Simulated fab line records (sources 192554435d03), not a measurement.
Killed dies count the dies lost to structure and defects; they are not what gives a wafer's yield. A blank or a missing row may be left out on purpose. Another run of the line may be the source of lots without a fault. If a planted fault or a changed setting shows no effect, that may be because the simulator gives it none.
fab line records	flow n5-finfet
record lots=6	wafers=18	last-day=20
route steps=1938 shown BEOL_M15@1785
lots with no fault: from the same line, run without faults
start-h: hours from the record's opening day to when the first of the lot's shown wafers began	wait-h: hours from the lot's prior step to this one	" same as the row above	L1.1+2: several wafers, shown together as one row	- no value, or no start was given	* or withheld: withheld	< > ~ a bound
route shown NAME@n: a module of which the file shows steps, and the number in the route of the first	usual: average and standard deviation across the fault-free wafers	same: alike in all rows	chamber/n: place in a boat	sites: per-site readings	_std_site: the standard deviation of these	_edge_site: the outer-site mean with the inner-site mean subtracted	radius-mm: for every site, how far away it sits from the centre of the wafer	mask NAME#n: copy n	behind: the tool/chamber that last shaped the wafer	hold: why the lot went on hold/how many hours it stayed there/how the hold came to an end	device: transistor that didn't switch, given as n, p or np	end of line: at the end of the route, the tests of the same wafers	a step without rows: its recipe alone	killed: dies lost to structure and defects at the first sort, not the wafer's yield	map: per-die view of a wafer (x killed, . not killed, _ where there is no die)
set.NAME: the setting as run; set.NAME@STEP: as run at that earlier step	model.NAME: the simulator's own value behind a step, which no gauge read
lots seen at some steps along the route; tables by step, rows by wafer
services: when a tool's chamber went out of use (start-h, in hours from the record's first day, below 0 if earlier), for how many hours, and the reason
## steps
# step N5_BEOL_M15_INSPECT_12
# recipe mode=adi	inspect-instrument=macro
# usual raw-defect-count=2.0/1.4
lot.wafer	tool	chamber	start-h	wait-h	raw-defect-count
L739.1	defect-inspect-01	-	281.45	0.0	2
L739.3	"	-	"	"	3
L739.4	"	-	"	"	0
L742.2	defect-inspect-01	-	306.48	0.0	2
L742.4	"	-	"	"	1
L742.6	"	-	"	"	0
L746.1	defect-inspect-02	-	372.40	0.0	4
L746.3	"	-	"	"	1
L746.6	"	-	"	"	0
L751.1	defect-inspect-01	-	377.51	0.0	1
L751.4	"	-	"	"	2
L751.6	"	-	"	"	6
L745.1	defect-inspect-02	-	386.40	0.0	2
L745.2	"	-	"	"	2
L745.6	"	-	"	"	0
L758.1	defect-inspect-02	-	451.87	0.0	1
L758.4	"	-	"	"	0
L758.5	"	-	"	"	1
# step N5_BEOL_M15_DESCUM_15
# recipe chemistry=O2	time-s=7.9	source-power-w=50	bias-power-w=20	pressure-mtorr=20	rf-frequency-hz=2.712e+07	temp-c=40	o2-flow-sccm=225
# usual drypump-motor-current-A=5.6/0.46	oes-product-au=0.81/0.083	rf-vpp-V=243.3/1.5	showerhead-plenum-p-Torr=2.10/0.083	throttle-valve-pct=20.45/0.19
lot.wafer	tool	chamber	start-h	wait-h	drypump-motor-current-A	oes-product-au	rf-hours-counter-h	rf-vpp-V	showerhead-plenum-p-Torr	throttle-valve-pct
L739.1	rie-diel-02	2	281.49	0.0	6.0	0.72	196	243.8	2.18	20.60
L739.3	"	3	"	"	5.8	0.75	123	240.4	2.01	20.79
L739.4	"	1	"	"	6.3	0.87	41	243.3	2.13	20.21
L742.2	rie-diel-02	2	306.51	0.0	6.0	0.71	203	245.1	2.17	20.62
L742.4	"	1	"	"	6.3	0.86	48	244.1	2.13	20.23
L742.6	"	0	"	"	5.6	0.85	-	241.2	2.05	20.43
L746.1	rie-diel-06	2	372.43	0.0	6.4	0.70	209	241.9	1.99	20.35
L746.3	"	3	"	"	5.5	0.67	253	244.2	2.05	20.70
L746.6	"	2	"	"	6.4	0.71	-	241.9	1.99	20.36
L751.1	rie-diel-03	2	377.57	0.1	5.3	0.88	41	246.1	2.22	20.40
L751.4	"	1	"	"	6.0	0.93	19	242.8	2.14	20.21
L751.6	"	3	"	"	5.5	0.83	-	245.7	2.21	20.34
L745.1	rie-diel-02	2	386.48	0.1	6.0	0.69	225	244.3	2.17	20.66
L745.2	"	1	"	"	6.3	0.84	69	244.6	2.12	20.26
L745.6	"	3	"	"	5.8	0.73	-	241.6	2.00	20.84
L758.1	rie-diel-06	1	451.91	0.0	5.6	0.93	20	243.7	2.14	20.53
L758.4	"	2	"	"	6.4	0.68	233	241.7	1.98	20.39
L758.5	"	0	"	"	5.2	0.83	-	242.7	2.03	20.35
# step N5_BEOL_M15_ETCH_59
# recipe chemistry=N2/H2	target=BARC	target-depth-a=890	overetch-a=267	time-s=67.9	ion-energy-ev=200	pressure-mtorr=30	source-w=840	bias-w=150	n2-flow-sccm=200	h2-flow-sccm=200
# step N5_BEOL_M15_VIA_ETCH_16
# recipe chemistry=C4F8/O2/Ar	target=SiO2	he-inner-torr=15	he-outer-torr=30	target-depth-a=17922	time-s=withheld	ion-energy-ev=800	pressure-mtorr=20	source-w=1905	bias-w=2040	Ar_flow_sccm=400	C4F8_flow_sccm=16	O2_flow_sccm=12	ends=cleared
# step N5_BEOL_M15_STRIP_63
# recipe chemistry=O2	power-w=600	temp-c=60	pressure-mtorr=30	rf-frequency-hz=6e+07	bias-power-w=0	overash-fraction=0.3	o2-flow-sccm=225
# usual drypump-motor-current-A=5.6/0.46	oes-product-au=0.81/0.085	rf-vpp-V=3.7/0.74	showerhead-plenum-p-Torr=2.10/0.083	throttle-valve-pct=16.67/0.2
lot.wafer	tool	chamber	start-h	wait-h	drypump-motor-current-A	oes-product-au	rf-hours-counter-h	rf-vpp-V	showerhead-plenum-p-Torr	throttle-valve-pct
L739.1	rie-diel-02	2	-	-	6.0	0.71	196	2.6	2.18	16.87
L739.3	"	3	"	"	5.8	0.75	124	4.2	2.02	17.01
L739.4	"	1	"	"	6.3	0.88	41	2.9	2.13	16.39
L742.2	rie-diel-02	2	-	-	6.0	0.72	203	3.6	2.18	16.88
L742.4	"	1	"	"	6.3	0.86	48	3.3	2.13	16.44
L742.6	"	0	"	"	5.6	0.86	-	4.5	2.05	16.63
L746.1	rie-diel-06	2	-	-	6.5	0.70	209	3.3	2.00	16.61
L746.3	"	3	"	"	5.4	0.67	253	3.6	2.05	16.98
L746.6	"	2	"	"	6.5	0.71	-	2.8	2.00	16.64
L751.1	rie-diel-03	2	-	-	5.3	0.88	41	3.6	2.23	16.60
L751.4	"	1	"	"	6.0	0.94	19	2.6	2.14	16.42
L751.6	"	3	"	"	5.5	0.83	-	4.7	2.22	16.59
L745.1	rie-diel-02	2	-	-	6.0	0.70	225	3.5	2.17	16.91
L745.2	"	1	"	"	6.3	0.84	70	3.6	2.12	16.46
L745.6	"	3	"	"	5.8	0.73	-	3.5	2.01	17.09
L758.1	rie-diel-06	1	-	-	5.6	0.91	21	3.3	2.15	16.72
L758.4	"	2	"	"	6.4	0.69	234	3.6	1.99	16.67
L758.5	"	0	"	"	5.2	0.82	-	3.7	2.04	16.58
# step N5_BEOL_M15_STRIP_64
# recipe chemistry=O2	power-w=600	temp-c=60	pressure-mtorr=30	rf-frequency-hz=6e+07	bias-power-w=0	overash-fraction=0.3	o2-flow-sccm=225
# usual drypump-motor-current-A=5.6/0.47	oes-product-au=0.81/0.084	rf-vpp-V=3.7/0.5	showerhead-plenum-p-Torr=2.10/0.083	throttle-valve-pct=16.67/0.2
lot.wafer	tool	chamber	start-h	wait-h	drypump-motor-current-A	oes-product-au	rf-hours-counter-h	rf-vpp-V	showerhead-plenum-p-Torr	throttle-valve-pct
L739.1	rie-diel-02	2	-	-	6.0	0.71	196	4.3	2.18	16.87
L739.3	"	3	"	"	5.8	0.75	124	3.6	2.02	17.03
L739.4	"	1	"	"	6.3	0.87	41	3.3	2.13	16.41
L742.2	rie-diel-02	2	-	-	6.0	0.71	203	3.8	2.18	16.88
L742.4	"	1	"	"	6.3	0.87	48	4.0	2.13	16.42
L742.6	"	0	"	"	5.6	0.87	-	4.0	2.05	16.62
L746.1	rie-diel-06	2	-	-	6.5	0.71	209	4.0	2.00	16.63
L746.3	"	3	"	"	5.4	0.67	253	4.0	2.05	16.98
L746.6	"	2	"	"	6.5	0.71	-	4.7	2.00	16.63
L751.1	rie-diel-03	2	-	-	5.3	0.89	41	3.6	2.23	16.61
L751.4	"	1	"	"	6.0	0.94	19	3.4	2.14	16.42
L751.6	"	3	"	"	5.5	0.82	-	3.3	2.22	16.56
L745.1	rie-diel-02	2	-	-	6.0	0.70	225	4.2	2.17	16.93
L745.2	"	1	"	"	6.3	0.83	70	3.5	2.12	16.46
L745.6	"	3	"	"	5.8	0.73	-	3.7	2.01	17.07
L758.1	rie-diel-06	1	-	-	5.6	0.93	21	3.1	2.15	16.73
L758.4	"	2	"	"	6.4	0.69	234	2.7	1.99	16.68
L758.5	"	0	"	"	5.2	0.81	-	3.3	2.04	16.59
# step N5_BEOL_M15_STRIP_65
# recipe chemistry=post-etch-residue-remover	time-s=60	temp-c=25	remover-ph=withheld	remover-water-wt-pct=withheld	remover-fluoride-wt-pct=withheld
# step N5_BEOL_M15_SRD_66
# recipe time-s=30	temp-c=23	rinse-liquid=diw	dry=n2-spin	spin-rpm=1500	dry-time-s=30
# step N5_BEOL_M15_CD_MEAS_17
# recipe target-cd-nm=360	polarity=opening
# usual cd-nm=361.3/1.7
lot.wafer	tool	chamber	start-h	wait-h	cd-nm
L739.1	cd-sem-02	-	281.99	0.0	362.0
L739.3	"	-	"	"	361.5
L739.4	"	-	"	"	360.3
L742.2	cd-sem-02	-	307.01	0.0	362.5
L742.4	"	-	"	"	361.7
L742.6	"	-	"	"	362.2
L746.1	cd-sem-02	-	372.93	0.0	360.9
L746.3	"	-	"	"	359.9
L746.6	"	-	"	"	362.4
L751.1	cd-sem-02	-	378.08	0.0	361.2
L751.4	"	-	"	"	361.2
L751.6	"	-	"	"	362.1
L745.1	cd-sem-01	-	386.98	0.0	363.9
L745.2	"	-	"	"	360.7
L745.6	"	-	"	"	365.2
L758.1	cd-sem-03	-	452.41	0.0	362.4
L758.4	"	-	"	"	361.3
L758.5	"	-	"	"	360.0
# step N5_BEOL_M15_COAT_56
# recipe resist=SOC	temp-c=250	time-s=60	spin-rpm=1500	resist-thk-nm=550
# step N5_BEOL_M15_ETCH_57
# recipe chemistry=N2/H2	target=SOC	source-w=3000	bias-w=350	time-s=750	ion-energy-ev=200	pressure-mtorr=30	n2-flow-sccm=200	h2-flow-sccm=200
# usual drypump-motor-current-A=5.6/0.48	h2-flow-sccm=200.0/0.63	oes-product-au=0.81/0.088	rf-vpp-V=524.0/2.8	showerhead-plenum-p-Torr=2.55/0.099	throttle-valve-pct=17.73/0.19
lot.wafer	tool	chamber	start-h	wait-h	drypump-motor-current-A	h2-flow-sccm	oes-product-au	rf-hours-counter-h	rf-vpp-V	showerhead-plenum-p-Torr	throttle-valve-pct
L739.1	rie-diel-02	3	282.11	-	5.8	200.1	0.75	124	521.1	2.46	18.12
L739.3	"	2	"	"	6.0	200.6	0.71	196	527.4	2.62	17.81
L739.4	"	0	"	"	5.6	199.7	0.87	54	521.9	2.47	17.60
L742.2	rie-diel-06	2	307.11	-	6.4	199.6	0.72	190	519.8	2.42	17.60
L742.4	"	3	"	"	5.4	200.9	0.67	234	522.4	2.52	18.08
L742.6	"	0	"	"	5.2	199.2	0.88	-	521.3	2.48	17.54
L746.1	rie-diel-06	0	373.03	-	5.2	201.1	0.86	63	522.7	2.47	17.57
L746.3	"	2	"	"	6.5	200.3	0.71	209	522.0	2.41	17.64
L746.6	"	2	"	"	6.5	199.8	0.71	-	520.4	2.41	17.63
L751.1	rie-diel-02	2	378.39	-	6.0	200.4	0.70	223	525.6	2.61	17.85
L751.4	"	0	"	"	5.6	199.3	0.84	80	521.6	2.46	17.66
L751.6	"	0	"	"	5.6	199.4	0.83	-	521.2	2.46	17.68
L745.1	rie-diel-02	2	387.11	-	6.0	198.9	0.70	225	526.7	2.61	17.86
L745.2	"	0	"	"	5.6	199.8	0.83	83	523.1	2.46	17.65
L745.6	"	2	"	"	6.0	199.4	0.70	-	528.0	2.61	17.87
L758.1	rie-diel-03	1	452.51	-	6.1	200.0	0.89	39	524.7	2.59	17.68
L758.4	"	0	"	"	4.7	199.7	0.76	127	519.5	2.45	17.62
L758.5	"	1	"	"	6.0	199.7	0.90	-	524.5	2.59	17.69
# step N5_BEOL_M15_COAT_60
# recipe resist=BARC	temp-c=205	time-s=60	spin-rpm=1500	resist-thk-nm=89
# step N5_BEOL_M15_COAT_22
# recipe spin-rpm=1704	resist-thk-nm=800
# usual spin-speed-rpm=1704.1/1.1
lot.wafer	tool	chamber	start-h	wait-h	spin-speed-rpm	model.coat_of_BEOL_M15_COAT_22.thk-nm
L739.1	litho-track-04	0	282.62	-	1704.4	805.6
L739.3	"	0	"	"	1703.0	802
L739.4	"	0	"	"	1703.5	804.2
L742.2	litho-track-03	0	307.61	-	1704.2	801
L742.4	"	0	"	"	1704.3	800.8
L742.6	"	0	"	"	1704.2	804.4
L746.1	litho-track-04	0	373.54	-	1607.3	828.6
L746.3	"	0	"	"	1606.8	825.4
L746.6	"	0	"	"	1606.6	825.8
L751.1	litho-track-03	0	378.90	-	1704.2	796
L751.4	"	0	"	"	1704.2	797.8
L751.6	"	0	"	"	1703.1	798
L745.1	litho-track-04	0	387.61	-	1605.9	827.6
L745.2	"	0	"	"	1607.9	829.2
L745.6	"	0	"	"	1606.4	829.6
L758.1	litho-track-05	0	453.01	-	1705.3	800.6
L758.4	"	0	"	"	1703.3	799.4
L758.5	"	0	"	"	1705.0	800
# step N5_BEOL_M15_EBR_24
# recipe solvent=PGMEA	ebr-width-mm=1.5
# step N5_BEOL_M15_SOFTBAKE_23
# recipe temp-c=130	time-s=60
# step N5_BEOL_M15_EXPOSE_25
# recipe mask-id=M15	na=0.8	source-shape=annular	sigma-inner=0.5	sigma-outer=0.8	polarization=unpolarized	target-cd-nm=400	dose-mj=35.5
# step N5_BEOL_M15_PEB_26
# recipe peb-temp-c=130	peb-time-s=90
# step N5_BEOL_M15_DEVELOP_27
# recipe develop-time-s=45	rinse-liquid=diw	dry=air-spin	dev-temp-c=21
# step N5_BEOL_M15_HARDBAKE_32
# recipe temp-c=130	time-s=120
# step N5_BEOL_M15_CD_MEAS_28
# recipe target-cd-nm=407.6	landing-energy-ev=500	detector=se-inlens
# usual cd-nm=408.0/1.5
lot.wafer	tool	chamber	start-h	wait-h	cd-nm
L739.1	cd-sem-03	0	282.89	-	408.3
L739.3	"	0	"	"	407.6
L739.4	"	0	"	"	407.8
L742.2	cd-sem-02	0	308.01	-	405.4
L742.4	"	0	"	"	405.2
L742.6	"	0	"	"	405.1
L746.1	cd-sem-02	0	373.93	-	409.8
L746.3	"	0	"	"	410.1
L746.6	"	0	"	"	409.7
L751.1	cd-sem-02	0	379.29	-	410.6
L751.4	"	0	"	"	408.4
L751.6	"	0	"	"	409.6
L745.1	cd-sem-01	0	387.88	-	408.8
L745.2	"	0	"	"	406.6
L745.6	"	0	"	"	405.2
L758.1	cd-sem-01	0	453.28	-	410.5
L758.4	"	0	"	"	408.8
L758.5	"	0	"	"	408.9
# step N5_BEOL_M15_OVL_MEAS_29
# recipe points-per-wafer=44
# usual M15_OVL=1/6.1
lot.wafer	tool	chamber	start-h	wait-h	M15_OVL[nm]
L739.1	overlay-01	0	282.92	0.0	0
L739.3	"	0	"	"	-3
L739.4	"	0	"	"	6
L742.2	overlay-02	0	308.04	0.0	7
L742.4	"	0	"	"	-4
L742.6	"	0	"	"	8
L746.1	overlay-01	0	373.96	0.0	1
L746.3	"	0	"	"	8
L746.6	"	0	"	"	-6
L751.1	overlay-02	0	379.32	0.0	5
L751.4	"	0	"	"	2
L751.6	"	0	"	"	-5
L745.1	overlay-02	0	387.91	0.0	-8
L745.2	"	0	"	"	4
L745.6	"	0	"	"	-1
L758.1	overlay-02	0	453.31	0.0	-3
L758.4	"	0	"	"	-3
L758.5	"	0	"	"	-12
# step N5_BEOL_M15_INSPECT_30
# recipe mode=adi	inspect-instrument=macro
# usual raw-defect-count=1.9/1.5
lot.wafer	tool	chamber	start-h	wait-h	raw-defect-count
L739.1	defect-inspect-02	-	282.94	0.0	2
L739.3	"	-	"	"	0
L739.4	"	-	"	"	1
L742.2	defect-inspect-01	-	308.06	0.0	2
L742.4	"	-	"	"	7
L742.6	"	-	"	"	0
L746.1	defect-inspect-02	-	373.98	0.0	2
L746.3	"	-	"	"	1
L746.6	"	-	"	"	2
L751.1	defect-inspect-01	-	379.35	0.0	1
L751.4	"	-	"	"	3
L751.6	"	-	"	"	3
L745.1	defect-inspect-02	-	387.94	0.0	2
L745.2	"	-	"	"	3
L745.6	"	-	"	"	2
L758.1	defect-inspect-01	-	453.33	0.0	3
L758.4	"	-	"	"	2
L758.5	"	-	"	"	4
# step N5_BEOL_M15_DESCUM_33
# recipe chemistry=O2	time-s=7.9	source-power-w=50	bias-power-w=20	pressure-mtorr=20	rf-frequency-hz=2.712e+07	temp-c=40	o2-flow-sccm=225
# usual drypump-motor-current-A=5.6/0.47	oes-product-au=0.82/0.082	rf-vpp-V=243.5/1.6	showerhead-plenum-p-Torr=2.12/0.081	throttle-valve-pct=20.41/0.19
lot.wafer	tool	chamber	start-h	wait-h	drypump-motor-current-A	oes-product-au	rf-hours-counter-h	rf-vpp-V	showerhead-plenum-p-Torr	throttle-valve-pct
L739.1	rie-diel-03	2	282.98	0.0	5.3	0.95	17	245.7	2.23	20.38
L739.3	"	3	"	"	5.5	0.87	50	244.5	2.22	20.30
L739.4	"	2	"	"	5.3	0.93	-	245.8	2.23	20.38
L742.2	rie-diel-03	0	308.10	0.0	4.8	0.79	84	242.3	2.03	20.27
L742.4	"	1	"	"	6.0	1.00	2	244.0	2.14	20.19
L742.6	"	3	"	"	5.5	0.85	-	245.1	2.22	20.32
L746.1	rie-diel-03	3	374.02	0.0	5.5	0.83	73	244.2	2.21	20.34
L746.3	"	1	"	"	6.0	0.94	18	244.5	2.14	20.21
L746.6	"	2	"	"	5.3	0.89	-	245.0	2.22	20.41
L751.1	rie-diel-03	3	379.46	0.1	5.5	0.83	75	244.4	2.21	20.35
L751.4	"	2	"	"	5.3	0.88	42	245.2	2.22	20.41
L751.6	"	2	"	"	5.3	0.89	-	244.5	2.22	20.40
L745.1	rie-diel-02	3	388.26	0.3	5.8	0.72	153	240.8	2.00	20.84
L745.2	"	0	"	"	5.6	0.82	83	242.1	2.04	20.46
L745.6	"	0	"	"	5.6	0.82	-	242.8	2.04	20.46
L758.1	rie-diel-03	2	453.37	0.0	5.3	0.85	67	247.3	2.21	20.45
L758.4	"	3	"	"	5.5	0.80	99	244.0	2.20	20.40
L758.5	"	3	"	"	5.5	0.80	-	246.6	2.20	20.38
# step N5_BEOL_M15_ETCH_61
# recipe chemistry=N2/H2	target=BARC	target-depth-a=890	overetch-a=267	time-s=67.9	ion-energy-ev=200	pressure-mtorr=30	source-w=840	bias-w=150	n2-flow-sccm=200	h2-flow-sccm=200
# step N5_BEOL_M15_TRENCH_ETCH_34
# recipe chemistry=C4F8/O2/Ar	target=SiO2	target-depth-a=8729.3	he-inner-torr=15	he-outer-torr=30	time-s=199	ion-energy-ev=800	pressure-mtorr=20	source-w=1905	bias-w=2040	Ar_flow_sccm=400	C4F8_flow_sccm=16	O2_flow_sccm=12
# usual drypump-motor-current-A=5.6/0.47	oes_ar_750_au=0.82/0.076	oes-product-au=0.82/0.081	rf-vpp-V=2223/20	showerhead-plenum-p-Torr=3.47/0.12	throttle-valve-pct=30.90/0.17
lot.wafer	tool	chamber	start-h	wait-h	drypump-motor-current-A	oes_ar_750_au	oes-product-au	rf-hours-counter-h	rf-vpp-V	showerhead-plenum-p-Torr	throttle-valve-pct	model.coat_of_BEOL_M15_COAT_22.thk-nm
L739.1	rie-diel-03	2	283.06	0.0	5.3	0.92	0.93	17	2247	3.64	30.85	547
L739.3	"	3	"	"	5.5	0.85	0.86	50	2245	3.62	30.69	546.2
L739.4	"	2	"	"	5.3	0.92	0.93	-	2249	3.64	30.84	545.6
L742.2	rie-diel-03	0	308.18	0.0	4.8	0.78	0.79	84	2213	3.36	30.79	547.8
L742.4	"	1	"	"	6.0	1.00	1.00	2	2245	3.52	30.81	537
L742.6	"	3	"	"	5.5	0.83	0.84	-	2244	3.61	30.67	549.6
L746.1	rie-diel-03	3	374.10	0.0	5.5	0.82	0.82	73	2244	3.60	30.68	575.4
L746.3	"	1	"	"	6.1	0.93	0.94	18	2244	3.51	30.79	564.6
L746.6	"	2	"	"	5.3	0.87	0.88	-	2246	3.62	30.88	568.6
L751.1	rie-diel-03	3	379.55	0.0	5.5	0.82	0.83	75	2242	3.60	30.70	539.6
L751.4	"	2	"	"	5.3	0.87	0.88	42	2247	3.62	30.86	538
L751.6	"	2	"	"	5.3	0.87	0.88	-	2247	3.62	30.85	539
L745.1	rie-diel-02	3	388.35	0.0	5.8	0.74	0.74	153	2195	3.30	31.31	572
L745.2	"	0	"	"	5.6	0.83	0.82	83	2196	3.35	30.93	572
L745.6	"	0	"	"	5.6	0.83	0.82	-	2196	3.35	30.94	573.4
L758.1	rie-diel-03	2	453.46	0.0	5.3	0.84	0.84	67	2245	3.61	30.87	543.4
L758.4	"	3	"	"	5.5	0.80	0.80	99	2243	3.59	30.72	544.2
L758.5	"	3	"	"	5.6	0.79	0.80	-	2242	3.59	30.73	545.6
## services
tool	chamber	start-h	hours	kind
rie-diel-03	1	260.48	6.6	repair
rie-diel-03	1	280.85	-	clean
rie-diel-03	1	280.85	-	consumable-replace:focus-ring
rie-diel-03	1	280.85	20.3	scheduled-down
rie-diel-03	1	280.85	20.3	vent-cycle
rie-diel-03	3	318.68	3.2	repair
rie-diel-06	3	326.10	3.0	repair
rie-diel-06	1	356.46	-	clean
rie-diel-06	1	356.46	-	consumable-replace:focus-ring
rie-diel-06	1	356.46	29.5	scheduled-down
rie-diel-06	1	356.46	29.5	vent-cycle
rie-diel-03	2	381.01	1.2	repair
rie-diel-02	-	383.04	0.7	repair
rie-diel-06	-	385.21	14.6	pm
litho-track-03	-	386.17	-	consumable-replace:filter
rie-diel-03	1	388.62	8.8	repair
rie-diel-06	3	399.81	-	clean
rie-diel-06	3	399.81	-	consumable-replace:focus-ring
rie-diel-06	3	399.81	20.3	scheduled-down
rie-diel-06	3	399.81	20.3	vent-cycle
litho-track-04	-	405.45	-	consumable-replace:filter
rie-diel-02	2	428.98	2.7	repair
## key
first-sign step=N5_BEOL_M15_COAT_22	reading=spin-speed-rpm	direction=down	sigmas=88	usual=*	struck=*
effect none on later readings
model-effect step=N5_BEOL_M15_COAT_22	value=coat_of_BEOL_M15_COAT_22.thk-nm	without=803.7	struck=827.7
model-effect step=N5_BEOL_M15_TRENCH_ETCH_34	value=coat_of_BEOL_M15_COAT_22.thk-nm	without=547	struck=571
met-at N5_BEOL_M15_COAT_22
struck-wafers L745.1,L745.2,L745.6,L746.1,L746.3,L746.6
onset-between 282.62 373.54
fault kind=process-parameter-drift	tool=litho-track-04	chamber=-	onset-h=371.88	steps=N5_BEOL_M15_COAT_22	channel=spin-rpm	offset=*	shape=step	end-h=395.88	acts-in=*	stated=*
